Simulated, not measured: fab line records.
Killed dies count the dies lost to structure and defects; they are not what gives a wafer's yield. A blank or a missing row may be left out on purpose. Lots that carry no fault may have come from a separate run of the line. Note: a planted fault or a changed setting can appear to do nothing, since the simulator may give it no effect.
fab line records + flow n5-finfet
record:
- lots: 5
- wafers: 15
- last-day: 18
route steps=1938 shown BEOL_M4@1099 BEOL_M5@1112 BEOL_M10@1524 BEOL_M15@1830 PASSIVATION@1936
lots with no fault: from the same line, run without faults
start-h: the number of hours between the record's first day and the start of the first shown wafer of the lot + wait-h: hours elapsed since this lot's preceding step + " identical to the entry in the row above + L1.1+2: a single row standing in for several wafers + - no value, or no start was given + * or withheld: withheld + < > ~ a bound
route shown NAME@n: names a module that has steps shown in the file, with the first one's number in the route + usual: the fault-free wafers' mean and standard deviation + same: alike in all rows + chamber/n: place in a boat + sites: the reading at each site + _std_site: standard deviation of those values + _edge_site: outer sites' mean less inner sites' + radius-mm: for every site, how far away it sits from the centre of the wafer + mask NAME#n: copy n + behind: the last tool/chamber to shape the wafer + hold: why the lot was held/for how many hours/how that ended + device: transistor that didn't switch, given as n, p or np + end of line: at the end of the route, the tests of the same wafers + where a step has no rows: the recipe by itself + killed: the dies lost at the first sort to structure and to defects; this is not the yield of the wafer + map: a wafer's dies, marking killed ones x, the rest . and places with no die _
set.NAME: the setting as run; set.NAME@STEP: as run at that earlier step + model.NAME: the simulator's own value behind a step, which no gauge read
a table for each step, a row for each wafer; lots at some steps of the route
services: when a tool's chamber went out of use (start-h, in hours from the record's first day, below 0 if earlier), for how many hours, and the reason
== steps ==
step: N5_BEOL_M4_ANNEAL_95
recipe:
- temp-c: 400
- time-s: 240
- ambient: vacuum
step: N5_BEOL_M4_SPUTTER_96
recipe:
- material: Cu
- target-thk-a: 45
- temp-c: -20
- chamber-pressure-pa: 0.07
- power-w: withheld
- time-s: 8.29
step: N5_BEOL_M4_ECD_50
recipe:
- material: Cu
- target-thk-a: 3000
step: N5_BEOL_M4_ANNEAL_51
recipe:
- temp-c: 225
- time-s: 90
- ambient: N2
step: N5_BEOL_M4_CMP_52
recipe:
- stop-on: SiOC
- t-overpolish-s: 6.8
- down-force-psi: 1
- platen-rpm: 50
- clearing-platen-down-force-psi: 1.5
- clearing-platen-rpm: 50
- post-cmp-clean: cu-alkaline
- target-thk-nm: 40
- clearing-platen-pad-velocity-m-s: 0.99484
- pad-velocity-m-s: 0.99484
step: N5_BEOL_M4_PRE_CLEAN_60
recipe:
- gas: NH3/H2
- time-s: 15
- temp-c: *
- rf-power-w: 300
step: N5_BEOL_M4_CO_CAP_55
recipe:
- material: Co
- target-thk-a: 20
- temp-c: 200
- precursor: CCTBA/H2
- pressure-torr: 30
- time-s: 102.1
step: N5_BEOL_M4_PRE_CLEAN_56
recipe:
- gas: NH3
- time-s: 15
- temp-c: withheld
- rf-power-w: 300
step: N5_BEOL_M4_DEP_57
recipe:
- material: SiCN
- target-thk-a: 80
- temp-c: withheld
- precursor: 3MS/NH3
- pressure-torr: 3
- rf-w: 202
- time-s: 14
step: N5_BEOL_M4_RC_MEAS_101
usual:
- DIBL_N: 36.5/2.2
- DIBL_P: 36.9/2.9
- IOFF_N: 0.17/0.044
- IOFF_P: 0.22/0.052
- ION_N: 671/16
- ION_P: 461/10
- SS_N: 71.6/0.73
- SS_P: 73.5/0.79
- VT_N: 250/4.1
- VT_P: -250/4.1
| lot.wafer | tool      | chamber | start-h | wait-h | DIBL_N[mV/V] | DIBL_P[mV/V] | IOFF_N[nA/um] | IOFF_P[nA/um] | ION_N[uA/um] | ION_P[uA/um] | SS_N[mV/dec] | SS_P[mV/dec] | VT_N[mV] | VT_P[mV] |
|-----------|-----------|---------|---------|--------|--------------|--------------|---------------|---------------|--------------|--------------|--------------|--------------|----------|----------|
| L980.1    | prober-01 | 0       | 212.77  | 0.0    | 36.6         | 36.5         | 0.19          | 0.21          | 668          | 452          | 73.5         | 74.4         | 247      | -251     |
| L980.2    | "         | 0       | "       | "      | 28.8         | 27.5         | 0.08          | 0.10          | 642          | 442          | 70.4         | 72.3         | 257      | -261     |
| L980.6    | "         | 0       | "       | "      | 36.4         | 36.8         | 0.19          | 0.22          | 665          | 454          | 72.6         | 74.2         | 247      | -250     |
| L982.1    | prober-01 | 0       | 242.65  | 0.0    | 32.0         | 31.8         | 0.10          | 0.14          | 651          | 451          | 70.6         | 72.5         | 255      | -256     |
| L982.4    | "         | 0       | "       | "      | 35.1         | 36.3         | 0.14          | 0.19          | 669          | 458          | 71.9         | 73.4         | 251      | -255     |
| L982.5    | "         | 0       | "       | "      | 35.2         | 36.5         | 0.14          | 0.21          | 673          | 462          | 71.9         | 72.9         | 251      | -249     |
| L984.2    | prober-02 | 0       | 252.93  | 0.2    | 39.9         | 42.9         | 0.25          | 0.29          | 687          | 461          | 72.6         | 75.1         | 242      | -247     |
| L984.3    | "         | 0       | "       | "      | 32.7         | 32.2         | 0.11          | 0.14          | 681          | 461          | 70.8         | 72.2         | 253      | -256     |
| L984.5    | "         | 0       | "       | "      | 36.3         | 38.0         | 0.16          | 0.20          | 672          | 455          | 71.3         | 74.1         | 249      | -251     |
| L987.3    | prober-02 | 0       | 266.20  | 0.5    | 40.5         | 42.5         | 0.27          | 0.32          | 706          | 478          | 72.1         | 74.8         | 240      | -245     |
| L987.5    | "         | 0       | "       | "      | 35.2         | 33.9         | 0.14          | 0.17          | 676          | 462          | 71.5         | 72.1         | 252      | -254     |
| L987.6    | "         | 0       | "       | "      | 36.8         | 37.8         | 0.18          | 0.23          | 692          | 468          | 71.5         | 73.2         | 247      | -252     |
| L996.2    | prober-01 | 0       | 317.98  | 0.2    | 39.2         | 40.9         | 0.21          | 0.29          | 694          | 475          | 72.2         | 74.2         | 245      | -246     |
| L996.4    | "         | 0       | "       | "      | 36.9         | 36.9         | 0.14          | 0.21          | 658          | 456          | 71.6         | 73.0         | 253      | -251     |
| L996.6    | "         | 0       | "       | "      | 37.1         | 37.6         | 0.17          | 0.21          | 679          | 466          | 72.3         | 73.8         | 248      | -251     |
step: N5_BEOL_M5_ILD_DEP_00
recipe:
- material: SiCOH_lowk
- target-thk-a: 1406.4
- temp-c: 300
- precursor: DEMS/porogen
- pressure-torr: 5
- rf-w: 500
- time-s: 25.9
step: N5_BEOL_M5_CURE_79
recipe:
- temp-c: 385
- time-s: 240
- ambient: He/Ar
- material: SiCOH_lowk
step: N5_BEOL_M5_PECVD_70
recipe:
- material: SiO2
- target-thk-a: 160
- temp-c: 400
- precursor: TEOS/O2
- pressure-torr: 5.5
- rf-w: 450
- teos-flow-sccm: 53.8
- gas: O2
- flow-sccm: 3000
- time-s: 18
step: N5_BEOL_M5_HM_DEP_02
recipe:
- material: TiN
- target-thk-a: 200
- temp-c: 25
- chamber-pressure-pa: 0.49996
step: N5_BEOL_M5_COAT_59
recipe:
- resist: SOC
- temp-c: 250
- time-s: 60
- spin-rpm: 1500
- resist-thk-nm: 60
step: N5_BEOL_M5_COAT_60
recipe:
- resist: SiARC
- temp-c: 220
- time-s: 60
- spin-rpm: 1500
- resist-thk-nm: 12
step: N5_BEOL_M5_COAT_71
recipe:
- resist: underlayer
- temp-c: 205
- time-s: 60
- spin-rpm: 1500
- resist-thk-nm: 5
step: N5_BEOL_M5_COAT_05
recipe:
- resist: CAR-EUV
- spin-rpm: 1500
- resist-thk-nm: 30
step: N5_BEOL_M5_EBR_07
recipe:
- solvent: PGMEA
- ebr-width-mm: 1.5
step: N5_BEOL_M5_SOFTBAKE_06
recipe:
- temp-c: 110
- time-s: 60
- resist: CAR-EUV
step: N5_BEOL_M5_EXPOSE_08
recipe:
- mask-id: M5
- na: 0.33
- source-shape: annular
- sigma-inner: 0.4
- sigma-outer: 0.8
- polarization: unpolarized
- target-cd-nm: 28
- dose-mj: 35.75
step: N5_BEOL_M5_PEB_09
recipe:
- peb-temp-c: 100
- peb-time-s: 60
- resist: CAR-EUV
step: N5_BEOL_M5_DEVELOP_10
recipe:
- develop-time-s: 30
- developer: TMAH
- resist: CAR-EUV
- rinse-liquid: surfactant-rinse
- dry: air-spin
- dev-temp-c: 23
step: N5_BEOL_M5_DESCUM_16
recipe:
- chemistry: O2
- time-s: 7
- source-power-w: 50
- bias-power-w: 20
- pressure-mtorr: 20
- rf-frequency-hz: 2.712e+07
- temp-c: 40
- resist: CAR-EUV
- o2-flow-sccm: 225
step: N5_BEOL_M5_ETCH_72
recipe:
- chemistry: N2/H2
- target: underlayer
- target-depth-a: 65
- mask-material: CAR-EUV
- time-s: 5.2
- ion-energy-ev: 200
- pressure-mtorr: 30
- source-w: 840
- bias-w: 150
- n2-flow-sccm: 200
- h2-flow-sccm: 200
- ends: cleared
step: N5_BEOL_M5_ETCH_61
recipe:
- chemistry: CF4
- target: SiARC
- target-depth-a: 156
- mask-material: CAR-EUV
- time-s: 26
- ion-energy-ev: 80
- pressure-mtorr: 40
- source-w: 545
- bias-w: 36
- Ar_flow_sccm: 100
- cf4-flow-sccm: 100
- ends: cleared
step: N5_BEOL_M5_ETCH_62
recipe:
- chemistry: N2/H2
- target: SOC
- target-depth-a: 750
- overetch-a: 150
- mask-material: SiARC
- temp-c: 40
- time-s: 112.5
- ion-energy-ev: 200
- pressure-mtorr: 30
- source-w: 840
- bias-w: 150
- n2-flow-sccm: 200
- h2-flow-sccm: 200
step: N5_BEOL_M5_STRIP_63
recipe:
- chemistry: N2/H2
- temp-c: 40
- n2-flow-sccm: 200
- h2-flow-sccm: 200
- rf-frequency-hz: 6e+07
step: N5_BEOL_M5_STRIP_73
recipe:
- chemistry: N2/H2
- temp-c: 40
- n2-flow-sccm: 200
- h2-flow-sccm: 200
- rf-frequency-hz: 6e+07
step: N5_BEOL_M5_STRIP_64
recipe:
- chemistry: CF4
- resist: SiARC
- power-w: 300
- bias-power-w: 75
- pressure-mtorr: 50
- cf4-flow-sccm: 150
- rf-frequency-hz: 6e+07
step: N5_BEOL_M5_HM_OPEN_17
recipe:
- chemistry: Cl2/BCl3
- target-depth-a: 200
- overetch-a: 60
- target: TiN
- mask-material: SOC
- ion-energy-ev: 150
- pressure-mtorr: 10
- icp-w: 1000
- bias-w: 126
- Cl2_flow_sccm: 53.25
- bcl3-flow-sccm: 21.75
- Ar_flow_sccm: 25
step: N5_BEOL_M5_STRIP_19
recipe:
- chemistry: O2
- power-w: 400
- temp-c: 40
- pressure-mtorr: 30
- rf-frequency-hz: 6e+07
- bias-power-w: 0
- overash-fraction: 0.2
- o2-flow-sccm: 225
step: N5_BEOL_M5_COAT_65
recipe:
- resist: SOC
- temp-c: 250
- time-s: 60
- spin-rpm: 1500
- resist-thk-nm: 60
step: N5_BEOL_M5_COAT_66
recipe:
- resist: SiARC
- temp-c: 220
- time-s: 60
- spin-rpm: 1500
- resist-thk-nm: 12
step: N5_BEOL_M10_ALD_74
recipe:
- material: TaN
- target-thk-a: 20
- temp-c: 275
- ald-precursor-family: PDMAT
- ald-co-reactant: NH3
- pressure-torr: 3
- carrier-flow-sccm: 1500
- pulse-time-s: 2
- purge-time-s: 3
- co-reactant-purge-time-s: 2
- co-reactant-pulse-time-s: 3
- ald-cycles: 40
- precursor-vessel-temp-c: 75
- precursor-vessel-pressure-torr: 26.25
- precursor-vessel-carrier-sccm: 1000
usual:
- ald-cycles: 40/0
- heater-power-w: 396/45
- susceptor-temp-C: 274.99/0.18
same:
- purge-time-s: 3
| lot.wafer | tool         | chamber | start-h | wait-h | ald-cycles | heater-power-w | susceptor-temp-C | model.TaN_of_BEOL_M10_ALD_74.thk-nm |
|-----------|--------------|---------|---------|--------|------------|----------------|------------------|-------------------------------------|
| L980.1    | ald-metal-03 | 0       | 267.13  | 0.1    | 40         | 379            | 275.07           | 2                                   |
| L980.2    | "            | 3       | "       | "      | 40         | 377            | 275.05           | 2                                   |
| L980.6    | "            | 0       | "       | "      | 40         | 375            | 275.02           | 2                                   |
| L982.1    | ald-metal-03 | 1       | 293.44  | 0.0    | 40         | 451            | 275.12           | 2                                   |
| L982.4    | "            | 0       | "       | "      | 22         | 381            | -                | 1.2                                 |
| L982.5    | "            | 0       | "       | "      | 22         | 383            | -                | 1.2                                 |
| L984.2    | ald-metal-03 | 1       | 302.25  | 0.0    | 40         | 452            | 275.18           | 2                                   |
| L984.3    | "            | 3       | "       | "      | 22         | 370            | -                | 1                                   |
| L984.5    | "            | 1       | "       | "      | 22         | 444            | -                | 1.2                                 |
| L987.3    | ald-metal-03 | 1       | 318.73  | 0.0    | 22         | 441            | -                | 1                                   |
| L987.5    | "            | 0       | "       | "      | 22         | 378            | -                | 1.2                                 |
| L987.6    | "            | 1       | "       | "      | 40         | 451            | 274.94           | 2                                   |
| L996.2    | ald-metal-02 | 1       | 367.49  | 0.1    | 40         | 364            | 275.13           | 2                                   |
| L996.4    | "            | 0       | "       | "      | 40         | 314            | 274.49           | 2                                   |
| L996.6    | "            | 3       | "       | "      | 40         | 355            | 274.86           | 2                                   |
step: N5_BEOL_M15_RC_MEAS_101
usual:
- COMB_M10: 1.5e-11/3.1e-12
- COMB_M10_max_site: 2.1e-11/5.1e-12
- COMB_M11: 1.5e-11/3.1e-12
- COMB_M12: 6.1e-12/1.4e-12
- COMB_M13: 4.5e-12/9.9e-13
- COMB_M14: 3.5e-12/8.8e-13
- COMB_M15: 2.1e-12/7.1e-13
- COMB_M5: 3.6e-11/7.6e-12
- COMB_M6: 2.4e-11/5.1e-12
- COMB_M7: 2.6e-11/5.7e-12
- COMB_M8: 2.5e-11/5e-12
- COMB_M9: 1.42e-11/2.7e-12
- SERP_M10: 3.10/0.1
- SERP_M11: 3.07/0.1
- SERP_M12: 0.639/0.017
- SERP_M13: 0.305/0.0052
- SERP_M14: 0.162/0.0062
- SERP_M14_max_site: 0.164/0.0064
- SERP_M5: 37.5/2.1
- SERP_M6: 14.4/0.77
- SERP_M7: 13.7/0.64
- SERP_M7_max_site: 14.4/0.73
- SERP_M8: 14.2/0.66
- SERP_M9: 3.08/0.11
| lot.wafer | tool      | chamber | start-h | wait-h | COMB_M10[S/m] | COMB_M10_max_site[S/m] | COMB_M11[S/m] | COMB_M12[S/m] | COMB_M13[S/m] | COMB_M14[S/m] | COMB_M15[S/m] | COMB_M5[S/m] | COMB_M6[S/m] | COMB_M7[S/m] | COMB_M8[S/m] | COMB_M9[S/m] | SERP_M10[ohm/um] | SERP_M11[ohm/um] | SERP_M12[ohm/um] | SERP_M13[ohm/um] | SERP_M14[ohm/um] | SERP_M14_max_site[ohm/um] | SERP_M5[ohm/um] | SERP_M6[ohm/um] | SERP_M7[ohm/um] | SERP_M7_max_site[ohm/um] | SERP_M8[ohm/um] | SERP_M9[ohm/um] |
|-----------|-----------|---------|---------|--------|---------------|------------------------|---------------|---------------|---------------|---------------|---------------|--------------|--------------|--------------|--------------|--------------|------------------|------------------|------------------|------------------|------------------|---------------------------|-----------------|-----------------|-----------------|--------------------------|-----------------|-----------------|
| L980.1    | prober-02 | 0       | 312.28  | 0.0    | 1.9e-11       | 3e-11                  | 1.7e-11       | 5.4e-12       | 5.3e-12       | 2.1e-12       | 1.7e-12       | 4.3e-11      | 2.6e-11      | 3.5e-11      | 2.8e-11      | 1.56e-11     | 3.01             | 3.08             | 0.671            | 0.304            | 0.164            | 0.165                     | 38.3            | 14.9            | 14.6            | 14.9                     | 15.2            | 2.93            |
| L980.2    | "         | 0       | "       | "      | 1.3e-11       | 1.6e-11                | 1e-11         | 5.3e-12       | 4.9e-12       | 2.6e-12       | 2.6e-12       | 3.3e-11      | 1.9e-11      | 3.4e-11      | 2.7e-11      | 1.25e-11     | 3.13             | 2.93             | 0.636            | 0.294            | 0.161            | 0.162                     | 37.4            | 14.8            | 13.4            | 13.9                     | 13.6            | 3.12            |
| L980.6    | "         | 0       | "       | "      | 1.8e-11       | 2.5e-11                | 1.6e-11       | 4.7e-12       | 4.2e-12       | 2.4e-12       | 1.9e-12       | 3.3e-11      | 2.4e-11      | 2.4e-11      | 2.1e-11      | 1.25e-11     | 3.07             | 3.21             | 0.673            | 0.303            | 0.161            | 0.163                     | 36.7            | 15.5            | 13.3            | 13.7                     | 13.8            | 2.91            |
| L982.1    | prober-02 | 0       | 335.72  | 0.0    | 1.7e-11       | 3e-11                  | 1.5e-11       | 4.8e-12       | 3.1e-12       | 2.9e-12       | 1.9e-12       | 3.5e-11      | 2e-11        | 2.3e-11      | 2.1e-11      | 1.79e-11     | 3.04             | 3.00             | 0.641            | 0.303            | 0.166            | 0.168                     | 39.5            | 14.4            | 15.2            | 15.8                     | 13.7            | 3.07            |
| L982.4    | "         | 0       | "       | "      | 1.04e-10      | 1.4e-10                | 1.3e-11       | 4.7e-12       | 3.5e-12       | 2.6e-12       | 1.6e-12       | 4.1e-11      | 3.8e-11      | 2.1e-11      | 1.6e-11      | 1.03e-11     | 2.99             | 2.94             | 0.638            | 0.312            | 0.160            | 0.162                     | 41.9            | 13.5            | 13.8            | 14.8                     | 15.3            | 3.12            |
| L982.5    | "         | 0       | "       | "      | 1.08e-10      | 1.5e-10                | 1.5e-11       | 4.6e-12       | 3.4e-12       | 4.1e-12       | 1.7e-12       | 3e-11        | 3.8e-11      | 2.5e-11      | 3e-11        | 1.39e-11     | 2.99             | 2.95             | 0.611            | 0.312            | 0.161            | 0.163                     | 41.1            | 14.6            | 13.5            | 14.2                     | 14.0            | 3.33            |
| L984.2    | prober-01 | 0       | 336.25  | 0.2    | 1.5e-11       | 2.2e-11                | 1.2e-11       | 5.6e-12       | 4.1e-12       | 3.4e-12       | 2e-12         | 5.8e-11      | 1.9e-11      | 2.3e-11      | 3.5e-11      | 1.76e-11     | 2.97             | 3.01             | 0.642            | 0.300            | 0.166            | 0.168                     | 35.4            | 15.4            | 13.7            | 14.1                     | 13.8            | 3.04            |
| L984.3    | "         | 0       | "       | "      | 5.5e-11       | 9.2e-11                | 1.4e-11       | 8.5e-12       | 5e-12         | 3.5e-12       | 2.8e-12       | 3.1e-11      | 2.9e-11      | 2.9e-11      | 3e-11        | 1.5e-11      | 2.99             | 3.03             | 0.637            | 0.306            | 0.163            | 0.164                     | 36.9            | 15.3            | 13.4            | 14.0                     | 14.5            | 3.06            |
| L984.5    | "         | 0       | "       | "      | 7.3e-11       | 1.04e-10               | 1.4e-11       | 6.6e-12       | 5.5e-12       | 3.1e-12       | 1.8e-12       | 3.9e-11      | 2.5e-11      | 3.3e-11      | 2.4e-11      | 1.62e-11     | 2.88             | 2.97             | 0.663            | 0.300            | 0.162            | 0.164                     | 35.4            | 15.4            | 13.4            | 13.6                     | 13.9            | 3.00            |
| L987.3    | prober-02 | 0       | 371.11  | 0.3    | 7.8e-11       | 9.8e-11                | 1.7e-11       | 5.4e-12       | 6e-12         | 4e-12         | 1.1e-12       | 3.8e-11      | 2.4e-11      | 2.4e-11      | 2.5e-11      | 1.46e-11     | 2.84             | 3.00             | 0.641            | 0.310            | 0.163            | 0.165                     | 39.5            | 13.9            | 13.5            | 14.2                     | 13.4            | 2.83            |
| L987.5    | "         | 0       | "       | "      | 8.8e-11       | 1.37e-10               | 1.5e-11       | 5.2e-12       | 6e-12         | 3.3e-12       | 2.4e-12       | 3.2e-11      | 2.1e-11      | 3e-11        | 2.1e-11      | 1.41e-11     | 2.78             | 3.06             | 0.603            | 0.308            | 0.164            | 0.167                     | 37.0            | 13.9            | 14.0            | 16.0                     | 13.6            | 2.99            |
| L987.6    | "         | 0       | "       | "      | 2e-11         | 4.1e-11                | 8e-12         | 5.6e-12       | 5.6e-12       | 3.6e-12       | 1.4e-12       | 3.8e-11      | 2.8e-11      | 2.2e-11      | 2.3e-11      | 1.11e-11     | 3.01             | 2.96             | 0.637            | 0.315            | 0.162            | 0.164                     | 41.8            | 12.2            | 13.6            | 14.3                     | 13.8            | 2.93            |
| L996.2    | prober-02 | 0       | 413.95  | 0.2    | 1.2e-11       | 1.7e-11                | 2e-11         | 5.8e-12       | 4.7e-12       | 3.4e-12       | 1.4e-12       | 3.9e-11      | 1.9e-11      | 1.7e-11      | 2.4e-11      | 1.66e-11     | 2.99             | 3.07             | 0.658            | 0.300            | 0.163            | 0.166                     | 36.3            | 14.9            | 14.2            | 15.2                     | 14.1            | 3.08            |
| L996.4    | "         | 0       | "       | "      | 1.4e-11       | 2.9e-11                | 1.4e-11       | 5.2e-12       | 3.9e-12       | 2.4e-12       | 1.2e-12       | 2.9e-11      | 3.5e-11      | 3e-11        | 2.5e-11      | 1.32e-11     | 3.18             | 3.10             | 0.642            | 0.304            | 0.159            | 0.160                     | 39.7            | 13.3            | 14.2            | 14.7                     | 13.7            | 3.17            |
| L996.6    | "         | 0       | "       | "      | 1.2e-11       | 2.2e-11                | 1.5e-11       | 4.8e-12       | 2.6e-12       | 2.5e-12       | 1.2e-12       | 3.1e-11      | 2.8e-11      | 2.9e-11      | 2.5e-11      | 1.13e-11     | 3.20             | 2.98             | 0.628            | 0.305            | 0.164            | 0.166                     | 38.1            | 14.1            | 13.0            | 13.7                     | 14.2            | 3.14            |
sites COMB_M10 radius-mm=0,75,75,75,75,140,140,140,140
L980.1 3e-11 1.8e-11 1.9e-11 1.6e-11 1.9e-11 2.5e-11 3e-11 2e-11 1.6e-11
L982.1 1.4e-11 1.7e-11 3e-11 1.3e-11 2.5e-11 1.6e-11 2.1e-11 1.5e-11 2.4e-11
L984.2 1.5e-11 1.3e-11 1.7e-11 2.2e-11 1.5e-11 1.8e-11 1.5e-11 1.4e-11 1.4e-11
L987.3 8.7e-11 9.8e-11 7.8e-11 6.3e-11 8.2e-11 5.5e-11 9.6e-11 6.9e-11 6.4e-11
L996.2 8e-12 1.2e-11 6e-12 1.2e-11 1.7e-11 1.7e-11 1e-11 1.3e-11 1.7e-11
step: N5_PASSIVATION_PROBE_49
usual:
- defect-limited-yield: 91.3/1.4
- killed_at_M0_to_M3: 36/10
- killed_at_M4_up: 13/5.4
- killed-at-contacts: 12/5.3
- killed-at-front-end: 39/10
- killed-at-other: 3.2/2.7
- killed-dies: 103/16
- killed-open: 68/13
- killed-short: 33/6.6
- sort_bin_4_leakage: 0.01/0.031
- sort_bin_5_function: 5.1/0.92
- sort_bin_6_memory: 3.3/0.68
- sort_bin_8_speed: 0.1/0.41
- sort-n-pass: 1077/17
- sort-yield-pct: 91.2/1.4
same:
- gross-dies: 1180
- killed-at-back-side: 0
| lot.wafer | tool      | chamber | start-h | wait-h | defect-limited-yield[%] | killed_at_M0_to_M3 | killed_at_M4_up | killed-at-contacts | killed-at-front-end | killed-at-other | killed-dies | killed-open | killed-short | sort_bin_4_leakage[%] | sort_bin_5_function[%] | sort_bin_6_memory[%] | sort_bin_8_speed[%] | sort-n-pass | sort-yield-pct[%] |
|-----------|-----------|---------|---------|--------|-------------------------|--------------------|-----------------|--------------------|---------------------|-----------------|-------------|-------------|--------------|-----------------------|------------------------|----------------------|---------------------|-------------|-------------------|
| L982.4    | prober-01 | -       | 349.64  | 0.9    | 90.9                    | 28                 | 16              | 10                 | 52                  | 1               | 107         | 76          | 26           | 0.34                  | 5.5                    | 2.9                  | 0.1                 | 1073        | 90.9              |
| L982.5    | prober-01 | -       | 349.69  | 1.0    | 94.5                    | 8                  | 11              | 11                 | 33                  | 2               | 65          | 44          | 20           | 0.08                  | 3.2                    | 1.9                  | 0                   | 1115        | 94.5              |
| L984.3    | prober-01 | -       | 351.69  | 0.1    | 91.6                    | 29                 | 25              | 9                  | 30                  | 6               | 99          | 57          | 33           | 0.51                  | 3.8                    | 3.6                  | 0                   | 1081        | 91.6              |
| L984.5    | prober-01 | -       | 351.79  | 0.2    | 91.0                    | 37                 | 21              | 22                 | 25                  | 1               | 106         | 66          | 32           | 0.51                  | 5.1                    | 3.3                  | 0                   | 1074        | 91.0              |
| L987.3    | prober-01 | -       | 390.31  | 0.1    | 90.3                    | 34                 | 19              | 9                  | 45                  | 7               | 114         | 74          | 35           | 0.59                  | 6.1                    | 3.0                  | 0                   | 1064        | 90.2              |
| L987.5    | prober-01 | -       | 390.41  | 0.2    | 91.0                    | 43                 | 15              | 11                 | 32                  | 5               | 106         | 73          | 27           | 0.25                  | 5.3                    | 3.1                  | 0.1                 | 1074        | 91.0              |
killed by level:class
L982.4 FIN_SAQP:geometric-particle:open=13 STI_FIN_REVEAL:geometric-particle:open=13 MOL_CONTACT_COAG:geometric-particle:open=8 BEOL_M0_SAQP:geometric-particle:short=8 ILD0:geometric-particle:open=7 BEOL_M2:geometric-particle:open=7 BEOL_M1:geometric-particle:open=6 BEOL_M5:geometric-particle:open=4
L982.5 FIN_SAQP:geometric-particle:open=10 MOL_CONTACT_COAG:geometric-particle:open=10 ILD0:geometric-particle:short=6 FIN_SAQP:geometric-particle:short=4 STI_FIN_REVEAL:geometric-particle:open=4 DUMMY_GATE:geometric-particle:open=4 BEOL_M0_SAQP:geometric-particle:short=3 BEOL_M5:geometric-particle:open=3
L984.3 MOL_CONTACT_COAG:geometric-particle:open=8 BEOL_M2:geometric-particle:open=8 FIN_SAQP:geometric-particle:short=6 BEOL_M0_SAQP:geometric-particle:short=6 M10:area-ald=6 BEOL_M4:geometric-particle:open=5 FIN_SAQP:geometric-particle:open=4 STI_FIN_REVEAL:geometric-particle:open=4
L984.5 MOL_CONTACT_COAG:geometric-particle:open=18 BEOL_M0_SAQP:geometric-particle:short=9 BEOL_M0:geometric-particle:open=7 BEOL_M2:geometric-particle:open=7 DUMMY_GATE:geometric-particle:open=6 BEOL_M0_SAQP:geometric-particle:open=6 BEOL_M4:geometric-particle:open=6 M10:area-ald=6
L987.3 DUMMY_GATE:geometric-particle:open=12 BEOL_M3:geometric-particle:open=11 BEOL_M4:geometric-particle:open=8 BEOL_M0_SAQP:geometric-particle:open=7 FIN_SAQP:geometric-particle:short=5 STI_FIN_REVEAL:geometric-particle:open=5 MOL_CONTACT_COAG:geometric-particle:open=5 BEOL_M0_SAQP:geometric-particle:short=5
L987.5 BEOL_M0:geometric-particle:open=12 MOL_CONTACT_COAG:geometric-particle:open=8 BEOL_M2:geometric-particle:open=8 BEOL_M4:geometric-particle:open=6 GATE_CUT:geometric-particle:open=5 BEOL_M0_SAQP:geometric-particle:open=5 ILD0:geometric-particle:open=4 BEOL_M1:geometric-particle:open=4
map L982.4 (x killed, . not)
_________________.........x..________________
______________.................._____________
___________.xx....x......x...x.x...__________
__________.....x..x.......x........._________
________.................x............_______
_______..xx..........x.............xx..______
______............x..........x.x.x.x...._____
_____..x.................................____
____..x...x.......x........x..............___
___.........x..............................__
___..x.............x................xx...x.__
__......x.........x.........x......x........_
__....x....x..........x.......x............._
_...........x...x....x.x............x.......x
_....x...x......x............x...............
_..........x............x.........x......x...
_....x..x.....x....x.........................
_.......x........x.......x............x......
_..............................x.....x......x
_............................................
_x.......................x.............x...x.
__...........x...x....x......x........x....._
__.....................x......x....x.x......_
___x.........x...........x.................__
___.......x....................x...........__
____....x...x.......x.....................___
_____..x.......x.........x........x......____
______........................xx........_____
_______...................x.x..........______
________x...............xxx..........._______
__________...x...x.x....x..x..x.xx.._________
___________..............x.........__________
______________.................._____________
_________________............________________
map L984.2 (x killed, . not)
_________________....x......x________________
______________...x..x..........._____________
___________.....x..................__________
__________.....................x...._________
________....xxx......................._______
_______......x.....x................x..______
______.x..............x................._____
_____.......x...............x............____
____...x...........x...x.............x....___
___x.......x....................xx.....x.x.__
___........................................__
__.........x......x..............x.x........_
__..............................x....x......_
_....x........x......................x.......
_..........x........x......x..............x..
_......x......xx...x...............x.........
_x.x.x....................x..................
_...x..................................x...x.
_............x........x...x...........x......
_...............xx...........x...............
_..x...............x...x.....x...xx........x.
__.............................x............_
__.....................x.....xxx............_
___.x.......x..x...x.......................__
___...................x.......x......x.xx.x__
____..x..........x......x.................___
_____....x.................x.x...........____
______....................x..........x.._____
_______..............x....x.xx.....x...______
________x.....xxxx....x...........x..._______
__________................x........._________
___________x..........x.....x..xx..__________
______________.................._____________
_________________.x..........________________
== services ==
| tool         | chamber | start-h | hours | kind       |
|--------------|---------|---------|-------|------------|
| ald-metal-02 | -       | 337.49  | 14.0  | pm         |
| ald-metal-02 | 0       | 337.49  | 14.0  | vent-cycle |
| ald-metal-02 | 1       | 337.49  | 14.0  | vent-cycle |
| ald-metal-02 | 2       | 337.49  | 14.0  | vent-cycle |
| ald-metal-02 | 3       | 337.49  | 14.0  | vent-cycle |
| ald-metal-02 | 0       | 351.49  | -     | clean      |
| ald-metal-02 | 1       | 351.49  | -     | clean      |
| ald-metal-02 | 2       | 351.49  | -     | clean      |
| ald-metal-02 | 3       | 351.49  | -     | clean      |
== key ==
first-sign:
- step: N5_BEOL_M10_ALD_74
- reading: ald-cycles
- direction: down
- sigmas: 99+
- usual: *
- struck: *
effect:
- step: N5_BEOL_M15_RC_MEAS_101
- reading: COMB_M10
- direction: up
- sigmas: 22
- usual: 1.5e-11
- struck: 8.4e-11
effect:
- step: N5_PASSIVATION_PROBE_49
- reading: sort_bin_4_leakage
- direction: up
- sigmas: 4.4
- usual: 0.01
- struck: 0.38
- wafers-moved: 5
model-effect:
- step: N5_BEOL_M10_ALD_74
- value: TaN_of_BEOL_M10_ALD_74.thk-nm
- without: 2
- struck: 1.133
met-at N5_BEOL_M10_ALD_74
struck-wafers L982.4,L982.5,L984.3,L984.5,L987.3,L987.5
onset-between 267.13 293.44
fault:
- kind: process-parameter-drift
- tool: ald-metal-03
- chamber: -
- onset-h: 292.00
- steps: N5_BEOL_M10_ALD_74
- channel: ald-cycles
- offset: *
- shape: step
- end-h: 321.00
- scope: struck-wafers-only
- acts-in: *
- stated: *
